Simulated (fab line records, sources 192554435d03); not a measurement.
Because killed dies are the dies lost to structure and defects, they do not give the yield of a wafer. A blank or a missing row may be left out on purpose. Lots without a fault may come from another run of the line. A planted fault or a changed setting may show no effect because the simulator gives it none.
Matching of chambers | flow n5-finfet | N5_STI_FIN_REVEAL_ALD_14 on ald-sin-03 has 4 sister chambers
The step deposits Si3N4, target thk 3 nm. 8 wafers are shown with their chamber, then 8 later ones without.

## WAFERS PAIRED WITH THEIR CHAMBERS
wafer  | chamber | heater-power-w (W)
L081.6 | 1       | 876
L082.2 | 0       | 875
L082.4 | 3       | 874
L082.5 | 2       | 919
L084.1 | 3       | 887
L084.3 | 1       | 856
L084.4 | 0       | 870
L086.2 | 2       | 917

## WAFERS WITHOUT THEIR CHAMBER
wafer  | heater-power-w (W)
L086.4 | 876
L086.6 | 892
L094.2 | 885
L094.3 | 925
L094.5 | 875
L095.1 | 876
L095.4 | 918
L095.5 | 871

## THE CHAMBER EACH PASSED THROUGH
wafer  | from the rows above               | in truth
L086.4 | can't be placed: 0 or 3 or 1      | 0
L086.6 | can't be placed: 3 or 0 or 1 or 2 | 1
L094.2 | can't be placed: 3 or 0 or 1      | 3
L094.3 | 2                                 | 2
L094.5 | can't be placed: 0 or 3 or 1      | 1
L095.1 | can't be placed: 0 or 3 or 1      | 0
L095.4 | 2                                 | 2
L095.5 | can't be placed: 0 or 1 or 3      | 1
Correct placement for 2 of the 8. These rows do not allow placing 6 (true chamber among the candidates in 6). 0 placed wrongly.
How it was worked out, from the rows above alone: a wafer's distance from a chamber is the root of the sum, over the readings, of the square of ((its reading less the chamber's mean) divided by the reading's scatter). If the next closest chamber is less than 2 further off than the closest, the wafer can't be placed; otherwise it belongs to the closest. For every chamber, the mean is computed from those of its wafers that are shown. The scatter: take each reading less its chamber's mean, square it, sum over the shown wafers, divide by the number of wafers less the number of chambers, and take the root.
